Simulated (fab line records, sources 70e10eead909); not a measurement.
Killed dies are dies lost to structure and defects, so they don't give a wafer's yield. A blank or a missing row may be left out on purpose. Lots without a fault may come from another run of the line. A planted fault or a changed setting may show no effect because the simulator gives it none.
Chamber matching | flow nand_harc | NHARC_A_CHANNEL_HOLE_D1_DEP_01 on pecvd-02: 3 sister chambers
The step deposits SiON, target thk 140 nm. 6 wafers are shown with their chamber, then 7 later ones without.

WAFERS WITH THEIR CHAMBER
wafer  | chamber | showerhead_vpp_V (V) | heater_power_w (W)
L304.6 | 0       | 1216                 | 714
L306.2 | 2       | 1126                 | 822
L306.5 | 2       | 1089                 | 806
L305.2 | 1       | 1118                 | 708
L305.4 | 1       | 1131                 | 726
L305.5 | 0       | 1196                 | 652

WAFERS WITHOUT THEIR CHAMBER
wafer  | showerhead_vpp_V (V) | heater_power_w (W)
L318.4 | 1151                 | 732
L318.6 | 1194                 | 612
L319.4 | 1116                 | 834
L319.6 | 1199                 | 696
L320.1 | 1186                 | 694
L320.4 | 1113                 | 699
L320.6 | 1107                 | 706

WHICH CHAMBER EACH WENT THROUGH
wafer  | from the rows above     | in truth
L318.4 | can't be placed: 1 or 0 | 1
L318.6 | 0                       | 0
L319.4 | 2                       | 2
L319.6 | 0                       | 0
L320.1 | 0                       | 0
L320.4 | 1                       | 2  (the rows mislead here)
L320.6 | 1                       | 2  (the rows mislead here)
Placed correctly: 4 of 7. Can't be placed from these rows: 1 (the true chamber is among the candidates in 1). Placed wrongly: 2.
How it was worked out, from the rows above alone: a wafer's distance from a chamber is the root of the sum, over the readings, of the square of ((its reading less the chamber's mean) divided by the reading's scatter). The wafer belongs to the nearest chamber; if the next one is less than 2 further off, it can't be placed. A chamber's mean is the mean of its shown wafers. The scatter: the root of (the sum of the squares of (reading less its chamber's mean) over the shown wafers, divided by (wafers less chambers)).
